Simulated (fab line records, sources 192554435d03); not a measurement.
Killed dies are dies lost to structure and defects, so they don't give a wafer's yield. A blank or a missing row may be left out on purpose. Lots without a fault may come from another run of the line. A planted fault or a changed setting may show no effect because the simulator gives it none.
fab line records | flow n5_finfet
record lots=9 wafers=27 last_day=17
route steps=1938 shown SD_EPI_N@279 SD_EPI_P@320 BEOL_M4@1111 PASSIVATION@1936
lots that met no fault: from a run of the same line without faults
start_h: hours from the record's first day to the start of the lot's first wafer shown | wait_h: hours since the lot's step before | " the same as in the row above | L1.1+2: a row that stands for several wafers | - no value, or no start given | * or withheld: withheld | < > ~ a bound
route shown NAME@n: a module of which the file shows steps, and the number in the route of the first | usual: mean/standard deviation of fault-free wafers | same: alike in all rows | chamber/n: place in a boat | sites: the reading at each site | _std_site: their standard deviation | _edge_site: outer sites' mean less inner sites' | radius_mm: how far each site lies from the wafer's centre | mask NAME#n: copy n | behind: the tool/chamber that last shaped the wafer | hold: why the lot was held/for how many hours/how that ended | device: the transistor (n, p or np) that didn't switch | end of line: the same wafers' tests at the end of the route | a step without rows: its recipe alone | killed: dies lost to structure and defects at the first sort, not the wafer's yield | map: a wafer's dies, x killed, . not, _ none there
set.NAME: the setting as run; set.NAME@STEP: as run at that earlier step | model.NAME: the simulator's own value behind a step, which no gauge read
steps of the route over a sample of lots; a table a step, a row a wafer
services: from which hour (start_h, from the record's first day; less than 0 if before it) a tool's chamber was out of use, for how many hours, and why
## steps
# step N5_SD_EPI_N_ETCH_16
# recipe chemistry=CHF3/O2 target=SiO2 target_depth_a=50 mask_material=SOC pressure_mtorr=30 source_w=650 bias_w=170 Ar_flow_sccm=200 CHF3_flow_sccm=50 O2_flow_sccm=5 ion_energy_ev=200
# usual CHF3_flow_sccm=50.00/0.14 O2_flow_sccm=5.000/0.015 drypump_motor_current_A=5.6/0.4 oes_f_703_au=0.78/0.075 oes_product_au=0.77/0.081 rf_vpp_V=526/11 showerhead_plenum_p_Torr=2.39/0.069 throttle_valve_pct=18.88/0.18
# columns lot.wafer tool chamber start_h wait_h CHF3_flow_sccm O2_flow_sccm drypump_motor_current_A oes_f_703_au oes_product_au rf_hours_counter_h rf_vpp_V showerhead_plenum_p_Torr throttle_valve_pct
L715.2 rie_diel-03 2 69.01 0.1 50.05 5.017 6.2 0.81 0.79 127 521 2.32 18.84
L715.3 " 1 " " 50.02 4.990 5.3 0.69 0.68 232 541 2.47 19.20
L715.5 " 2 " " 50.29 5.010 6.2 0.81 0.79 - 522 2.32 18.84
L720.1 rie_diel-06 1 97.42 0.1 50.04 4.989 5.4 0.82 0.80 104 518 2.42 18.54
L720.2 " 2 " " 50.07 4.989 5.7 0.69 0.68 225 509 2.28 18.87
L720.5 " 2 " " 49.96 4.999 5.7 0.70 0.69 - 509 2.28 18.88
L726.2 rie_diel-06 1 134.70 0.1 49.87 5.002 5.4 0.80 0.78 119 521 2.41 18.56
L726.3 " 3 " " 50.42 5.006 6.3 0.75 0.74 179 525 2.31 18.84
L726.5 " 3 " " 50.02 5.019 6.4 0.75 0.73 - 524 2.31 18.84
L727.2 rie_diel-05 0 139.66 0.1 49.99 4.976 5.7 0.76 0.73 180 506 2.40 18.97
L727.5 " 1 " " 50.28 5.005 5.2 0.75 0.74 - 522 2.40 18.92
L727.6 " 2 " " 49.91 4.995 5.6 0.75 0.76 - 539 2.51 18.62
L728.1 rie_diel-05 0 145.44 0.1 50.12 4.981 5.7 0.75 0.72 182 506 2.40 18.98
L728.3 " 1 " " 49.88 4.997 5.2 0.75 0.73 174 523 2.40 18.93
L728.4 " 2 " " 50.28 4.979 5.7 0.75 0.75 178 540 2.51 18.62
L729.1 rie_diel-06 1 150.48 0.1 50.06 5.017 5.4 0.80 0.78 125 519 2.41 18.56
L729.2 " 3 " " 49.99 5.000 6.4 0.74 0.72 186 523 2.31 18.85
L729.6 " 0 " " 49.66 5.026 5.1 0.70 0.70 - 538 2.48 19.07
L731.2 rie_diel-03 1 163.14 0.1 49.69 4.989 5.2 0.99 1.01 3 540 2.46 18.82
L731.5 " 3 " " 50.01 4.993 5.6 0.86 0.90 - 529 2.36 18.82
L731.6 " 0 " " 49.92 4.993 6.1 0.83 0.82 - 522 2.34 18.92
L733.1 rie_diel-06 1 175.94 0.1 50.18 4.996 5.4 0.78 0.77 137 520 2.40 18.59
L733.2 " 3 " " 50.04 5.004 6.4 0.73 0.72 198 523 2.30 18.85
L733.6 " 1 " " 49.96 5.006 5.4 0.79 0.77 - 521 2.40 18.60
L735.1 rie_diel-05 0 186.86 0.1 50.13 5.006 5.7 0.75 0.71 195 507 2.39 19.00
L735.2 " 2 " " 50.09 4.974 5.6 0.75 0.75 188 541 2.51 18.63
L735.5 " 2 " " 50.23 5.006 5.6 0.74 0.74 - 540 2.51 18.63
# step N5_SD_EPI_N_VAPOR_ETCH_50
# recipe chemistry=HCl target=Si temp_c=775 time_s=54 pressure_torr=20 mode=isotropic
# usual chamber_pressure_Torr=20.00/0.04 lamp_inner_pct=19.6/1.4 throttle_valve_pct=11.7/0.52
# same time_s=54
# columns lot.wafer tool chamber start_h wait_h chamber_pressure_Torr lamp_inner_pct throttle_valve_pct
L715.2 epi_rpcvd-01 0 70.07 0.4 20.02 17.5 12.2
L715.3 " 0 " " 20.08 17.5 12.5
L715.5 " 0 " " 20.08 17.6 12.8
L720.1 epi_rpcvd-03 0 98.49 0.3 20.04 21.2 11.8
L720.2 " 0 " " 20.03 21.1 12.0
L720.5 " 0 " " 20.03 21.0 11.6
L726.2 epi_rpcvd-04 0 135.61 0.3 19.96 19.7 11.2
L726.3 " 0 " " 19.96 19.5 11.2
L726.5 " 0 " " 20.00 19.5 11.1
L727.2 epi_rpcvd-01 0 140.70 0.4 20.04 17.6 12.4
L727.5 " 0 " " 20.00 17.6 12.1
L727.6 " 0 " " 20.05 17.5 12.6
L728.1 epi_rpcvd-01 0 146.46 0.4 20.03 17.5 12.3
L728.3 " 0 " " 19.94 17.5 12.4
L728.4 " 0 " " 20.06 17.5 12.3
L729.1 epi_rpcvd-03 0 151.36 0.3 19.99 21.3 11.8
L729.2 " 0 " " 20.00 21.1 11.9
L729.6 " 0 " " 20.02 21.0 11.9
L731.2 epi_rpcvd-03 0 164.05 0.3 19.98 21.1 11.8
L731.5 " 0 " " 19.97 21.2 11.8
L731.6 " 0 " " 20.03 21.2 11.9
L733.1 epi_rpcvd-03 0 176.81 0.3 20.03 21.4 12.0
L733.2 " 0 " " 20.07 21.1 11.8
L733.6 " 0 " " 19.95 21.3 11.8
L735.1 epi_rpcvd-03 0 187.74 0.3 19.99 21.0 11.8
L735.2 " 0 " " 19.96 21.0 11.6
L735.5 " 0 " " 20.02 21.1 11.9
# step N5_SD_EPI_P_VAPOR_ETCH_44
# recipe chemistry=NF3/Ar target=SiGe30 temp_c=25 time_s=3.3 mode=isotropic
# usual susceptor_temp_C=24.99/0.1 time_s=3.3/0
# columns lot.wafer tool chamber start_h wait_h susceptor_temp_C time_s
L715.2 epi_rpcvd-03 0 75.37 0.1 25.12 3.3
L715.3 " 0 " " 24.99 3.3
L715.5 " 0 " " 25.09 3.3
L720.1 epi_rpcvd-02 0 103.17 0.3 25.12 3.3
L720.2 " 0 " " 25.04 3.3
L720.5 " 0 " " 25.08 3.3
L726.2 epi_rpcvd-03 - 139.78 0.2 - -
L726.3 " - " " - -
L726.5 " - " " - -
L727.2 epi_rpcvd-03 - 145.44 0.1 - -
L727.5 " - " " - -
L727.6 " - " " - -
L728.1 epi_rpcvd-02 0 151.43 0.2 24.97 3.3
L728.3 " 0 " " 25.07 3.3
L728.4 " 0 " " 24.73 3.3
L729.1 epi_rpcvd-03 0 157.19 0.1 25.11 3.3
L729.2 " 0 " " 24.97 3.3
L729.6 " 0 " " 25.02 3.3
L731.2 epi_rpcvd-03 0 168.29 0.1 25.14 3.3
L731.5 " 0 " " 24.99 3.3
L731.6 " 0 " " 25.02 3.3
L733.1 epi_rpcvd-03 0 181.27 0.2 25.11 3.3
L733.2 " 0 " " 25.12 3.3
L733.6 " 0 " " 25.11 3.3
L735.1 epi_rpcvd-03 0 193.14 0.1 24.89 3.3
L735.2 " 0 " " 24.90 3.3
L735.5 " 0 " " 24.84 3.3
# step N5_SD_EPI_P_EPI_MEAS_23
# recipe mode=xrd
# usual thk_nm=60.9/1.2
# columns lot.wafer tool chamber start_h wait_h thk_nm
L715.2 film_metro-01 - 77.71 1.5 60.1
L715.3 " - " " 61.4
L715.5 " - " " 60.7
L720.1 film_metro-01 - 107.36 3.2 62.7
L720.2 " - " " 59.9
L720.5 " - " " 61.4
L726.2 film_metro-02 - 142.90 2.0 60.6
L726.3 " - " " 60.1
L726.5 " - " " 61.9
L727.2 film_metro-02 - 147.79 1.5 58.4
L727.5 " - " " 59.0
L727.6 " - " " 61.0
L728.1 film_metro-01 - 154.59 2.4 59.8
L728.3 " - " " 62.0
L728.4 " - " " 61.1
L729.1 film_metro-01 - 159.56 1.8 61.8
L729.2 " - " " 61.8
L729.6 " - " " 63.3
L731.2 film_metro-01 - 170.64 1.5 59.2
L731.5 " - " " 61.1
L731.6 " - " " 57.9
L733.1 film_metro-01 - 184.42 2.4 60.1
L733.2 " - " " 59.8
L733.6 " - " " 59.6
L735.1 film_metro-01 - 195.52 1.8 59.8
L735.2 " - " " 60.1
L735.5 " - " " 59.4
# step N5_BEOL_M4_RC_MEAS_101
# usual CJ_P=5.81/0.16 DIBL_N=35.8/1.8 DIBL_P=35.6/2 IOFF_N=0.148/0.028 IOFF_P=0.20/0.034 IOFF_P_85C=3.5/0.49 IOFF_P_LIN=0.096/0.014 ION_N=672/12 ION_P=462/8.5 REXT_P=100.4/2.1 SS_N=71.2/0.65 SS_P=73.1/0.67 VT_N=251/3.3 VT_P=-251/3.8 VT_P_LVT=-100/3.3
# columns lot.wafer tool chamber start_h wait_h CJ_P DIBL_N[mV/V] DIBL_P[mV/V] IOFF_N[nA/um] IOFF_P[nA/um] IOFF_P_85C[nA/um] IOFF_P_LIN[nA/um] ION_N[uA/um] ION_P[uA/um] REXT_P[ohm.um] SS_N[mV/dec] SS_P[mV/dec] VT_N[mV] VT_P[mV] VT_P_LVT[mV]
L715.2 prober-01 0 192.61 0.2 5.86 36.3 34.1 0.138 0.20 3.5 0.101 662 464 102.3 71.5 73.2 253 -248 -99
L715.3 " 0 " " 5.53 36.9 34.5 0.141 0.21 3.6 0.104 675 469 103.1 70.9 73.8 253 -248 -98
L715.5 " 0 " " 5.78 38.3 36.7 0.175 0.24 4.0 0.115 677 468 102.5 71.1 73.7 247 -248 -97
L720.1 prober-01 0 204.22 0.0 5.71 33.9 31.6 0.107 0.17 3.1 0.088 652 459 99.8 70.5 72.6 255 -251 -100
L720.2 " 0 " " 5.91 36.2 35.5 0.157 0.23 3.9 0.108 682 474 100.8 71.4 73.2 250 -246 -97
L720.5 " 0 " " 5.71 36.4 35.4 0.153 0.22 3.8 0.106 667 462 100.9 71.6 73.1 250 -247 -98
L726.2 prober-01 0 244.85 0.2 4.43 34.9 24.4 0.141 0.03 0.7 0.021 672 294 299.1 71.2 70.7 251 -289 -138
L726.3 " 0 " " 4.49 34.6 23.5 0.142 0.03 0.7 0.020 671 302 287.5 70.9 70.8 252 -292 -137
L726.5 " 0 " " 4.81 34.2 23.8 0.134 0.03 0.7 0.021 673 298 289.4 70.0 70.2 249 -292 -138
L727.2 prober-02 0 262.13 0.2 4.61 32.9 22.7 0.126 0.03 0.8 0.022 676 296 289.5 70.3 71.5 251 -289 -138
L727.5 " 0 " " 4.14 35.7 25.2 0.171 0.04 0.9 0.024 688 294 293.2 71.7 72.7 247 -285 -136
L727.6 " 0 " " 4.55 34.3 23.3 0.139 0.03 0.8 0.022 684 296 288.9 71.1 71.4 252 -284 -136
L728.1 prober-01 0 262.51 0.0 5.96 37.7 38.3 0.189 0.22 3.8 0.100 685 463 102.6 71.8 74.0 249 -252 -101
L728.3 " 0 " " 5.87 34.0 33.9 0.121 0.17 3.1 0.084 668 460 101.8 71.3 72.1 255 -254 -103
L728.4 " 0 " " 5.76 33.2 32.5 0.106 0.14 2.7 0.073 656 452 102.6 70.4 72.6 255 -257 -105
L729.1 prober-02 0 264.20 0.0 5.81 38.4 39.2 0.153 0.18 3.3 0.082 669 448 97.9 71.5 74.0 255 -254 -106
L729.2 " 0 " " 6.01 32.6 32.9 0.076 0.12 2.4 0.062 626 430 97.1 70.0 71.7 266 -260 -111
L729.6 " 0 " " 5.82 36.1 37.3 0.117 0.16 3.0 0.076 662 449 96.8 70.3 73.5 259 -257 -107
L731.2 prober-02 0 273.91 0.2 5.77 36.9 35.4 0.152 0.17 3.1 0.087 679 453 102.3 70.9 73.3 251 -255 -102
L731.5 " 0 " " 5.66 36.9 36.1 0.153 0.18 3.2 0.087 675 451 102.5 71.9 72.9 252 -254 -102
L731.6 " 0 " " 6.03 35.5 35.7 0.140 0.18 3.2 0.091 682 465 101.9 71.0 73.2 251 -252 -102
L733.1 prober-01 0 290.31 0.0 5.68 38.6 41.2 0.200 0.27 4.4 0.118 678 464 99.9 72.5 74.2 245 -247 -97
L733.2 " 0 " " 5.29 37.8 39.5 0.181 0.24 4.0 0.107 684 462 100.9 71.2 73.9 247 -249 -99
L733.6 " 0 " " 5.65 38.0 39.9 0.183 0.25 4.3 0.114 682 472 99.0 72.0 74.1 250 -247 -97
L735.1 prober-02 0 310.71 0.0 5.73 34.5 34.1 0.145 0.19 3.4 0.098 673 471 102.7 70.7 72.4 249 -249 -99
L735.2 " 0 " " 5.89 35.1 35.6 0.163 0.21 3.7 0.107 687 470 101.4 70.5 72.9 246 -247 -97
L735.5 " 0 " " 5.76 35.3 35.2 0.164 0.21 3.6 0.104 692 469 103.9 70.9 72.9 247 -247 -99
# step N5_PASSIVATION_PROBE_49
# usual defect_limited_yield=91.3/1.5 killed_at_M0_to_M3=34/11 killed_at_M4_up=14/6.1 killed_at_contacts=12/5.9 killed_at_front_end=39/11 killed_at_other=4/3.3 killed_dies=102/18 killed_open=67/13 killed_short=33/7.9 sort_bin_5_function=5.1/1 sort_bin_6_memory=3.3/0.7 sort_bin_8_speed=0.1/0.69 sort_n_pass=1077/19 sort_yield_pct=91.3/1.6
# same gross_dies=1180 killed_at_back_side=0 sort_bin_4_leakage[%]=0
# columns lot.wafer tool chamber start_h wait_h defect_limited_yield[%] killed_at_M0_to_M3 killed_at_M4_up killed_at_contacts killed_at_front_end killed_at_other killed_dies killed_open killed_short sort_bin_5_function[%] sort_bin_6_memory[%] sort_bin_8_speed[%] sort_n_pass sort_yield_pct[%]
L726.2 prober-01 - 343.66 0.1 89.9 39 17 20 34 9 119 85 32 5.4 4.4 89.9 0 0
L726.3 prober-01 - 343.71 0.1 90.4 44 22 13 28 6 113 83 27 6.3 3.1 90.4 0 0
L726.5 prober-01 - 343.81 0.2 90.7 45 18 12 25 10 110 73 35 5.0 3.9 90.7 0 0
L727.2 prober-01 - 360.56 0.1 93.2 21 4 11 43 1 80 52 26 3.4 3.1 93.2 0 0
L727.5 prober-01 - 360.71 0.2 92.6 30 5 13 37 2 87 66 16 4.7 2.3 92.6 0 0
L727.6 prober-01 - 360.76 0.3 91.9 32 13 24 24 3 96 65 28 4.3 3.5 91.9 0 0
# killed by level:class
L726.2 MOL_CONTACT_COAG:geometric_particle:open=16 BEOL_M3:geometric_particle:open=14 FIN_SAQP:geometric_particle:open=9 BEOL_M0_SAQP:geometric_particle:short=8 STI_FIN_REVEAL:geometric_particle:open=7 BEOL_M4:geometric_particle:open=7 BEOL_M0_SAQP:geometric_particle:open=6 DUMMY_GATE:geometric_particle:open=4
L726.3 BEOL_M3:geometric_particle:open=18 MOL_CONTACT_COAG:geometric_particle:open=8 BEOL_M0_SAQP:geometric_particle:open=8 FIN_SAQP:geometric_particle:open=7 STI_FIN_REVEAL:geometric_particle:open=7 BEOL_M4:geometric_particle:open=7 STARTING-WAFER:geometric_particle:short=6 MOL_CONTACT_COAG:geometric_particle:short=5
L726.5 BEOL_M0_SAQP:geometric_particle:open=14 BEOL_M4:geometric_particle:open=12 BEOL_M0_SAQP:geometric_particle:short=10 MOL_CONTACT_COAG:geometric_particle:open=9 BEOL_M3:geometric_particle:open=9 FIN_SAQP:geometric_particle:short=7 BEOL_M2:geometric_particle:open=6 GATE_CUT:geometric_particle:open=5
L727.2 DUMMY_GATE:geometric_particle:open=9 MOL_CONTACT_COAG:geometric_particle:open=9 STI_FIN_REVEAL:geometric_particle:open=7 BEOL_M3:geometric_particle:open=7 GATE_CUT:geometric_particle:short=6 GATE_CUT:geometric_particle:open=5 FIN_SAQP:geometric_particle:short=4 DUMMY_GATE:geometric_particle:short=3
L727.5 BEOL_M3:geometric_particle:open=13 MOL_CONTACT_COAG:geometric_particle:open=11 DUMMY_GATE:geometric_particle:open=10 BEOL_M0_SAQP:geometric_particle:open=6 STI_FIN_REVEAL:geometric_particle:open=5 GATE_CUT:geometric_particle:short=5 FIN_SAQP:geometric_particle:open=4 GATE_CUT:geometric_particle:open=4
L727.6 MOL_CONTACT_COAG:geometric_particle:open=20 BEOL_M3:geometric_particle:open=14 STI_FIN_REVEAL:geometric_particle:open=6 BEOL_M4:geometric_particle:open=5 DUMMY_GATE:geometric_particle:open=4 MOL_CONTACT_COAG:geometric_particle:short=4 BEOL_M4:geometric_particle:short=4 GATE_CUT:geometric_particle:short=3
## services
# columns tool chamber start_h hours kind
rie_diel-05 1 45.20 32.4 repair
rie_diel-05 0 48.06 9.0 repair
rie_diel-03 3 60.97 - clean
rie_diel-03 3 60.97 - consumable_replace:focus_ring
rie_diel-03 3 60.97 14.1 scheduled_down
rie_diel-03 3 60.97 14.1 vent_cycle
epi_rpcvd-01 - 65.65 1.9 repair
rie_diel-06 3 94.68 12.9 repair
rie_diel-03 1 121.14 - clean
rie_diel-03 1 121.14 - consumable_replace:focus_ring
rie_diel-03 1 121.14 33.9 scheduled_down
rie_diel-03 1 121.14 33.9 vent_cycle
rie_diel-05 3 128.67 - clean
rie_diel-05 3 128.67 - consumable_replace:focus_ring
rie_diel-05 3 128.67 11.6 scheduled_down
rie_diel-05 3 128.67 11.6 vent_cycle
rie_diel-06 2 158.01 - clean
rie_diel-06 2 158.01 - consumable_replace:focus_ring
rie_diel-06 2 158.01 - consumable_replace:showerhead
rie_diel-06 2 158.01 24.5 scheduled_down
rie_diel-06 2 158.01 24.5 vent_cycle
rie_diel-05 2 169.34 16.3 repair
rie_diel-05 0 170.33 5.8 repair
## key
first_sign step=N5_SD_EPI_P_VAPOR_ETCH_44 reading=tool_record direction=missing
effect step=N5_BEOL_M4_RC_MEAS_101 reading=REXT_P direction=up sigmas=92 usual=100.4 struck=291.3
effect step=N5_BEOL_M4_RC_MEAS_101 reading=ION_P direction=down sigmas=19 usual=462 struck=297
effect step=N5_BEOL_M4_RC_MEAS_101 reading=VT_P_LVT direction=down sigmas=11 usual=-100 struck=-137
effect step=N5_BEOL_M4_RC_MEAS_101 reading=VT_P direction=down sigmas=9.9 usual=-251 struck=-288
effect step=N5_BEOL_M4_RC_MEAS_101 reading=CJ_P direction=down sigmas=8.1 usual=5.81 struck=4.51
effect step=N5_BEOL_M4_RC_MEAS_101 reading=DIBL_P direction=down sigmas=6 usual=35.6 struck=23.8
effect step=N5_BEOL_M4_RC_MEAS_101 reading=IOFF_P_85C direction=down sigmas=5.5 usual=3.5 struck=0.8
effect step=N5_BEOL_M4_RC_MEAS_101 reading=IOFF_P_LIN direction=down sigmas=5.5 usual=0.096 struck=0.022
effect step=N5_BEOL_M4_RC_MEAS_101 reading=IOFF_P direction=down sigmas=4.9 usual=0.20 struck=0.03
effect step=N5_BEOL_M4_RC_MEAS_101 reading=SS_P direction=down sigmas=2.7 usual=73.1 struck=71.2
effect step=N5_PASSIVATION_PROBE_49 reading=sort_bin_8_speed direction=up sigmas=99+ usual=0.1 struck=91.5
met_at N5_SD_EPI_P_VAPOR_ETCH_44
struck_lots L726,L727
not_acting_at N5_SD_EPI_N_ETCH_16,N5_SD_EPI_N_VAPOR_ETCH_50,N5_SD_EPI_P_EPI_MEAS_23
onset_between 75.37 139.78
fault kind=skipped_step_whole tool=epi_rpcvd-03 chamber=- onset_h=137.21 steps=N5_SD_EPI_P_VAPOR_ETCH_44 scope=struck_lots_only
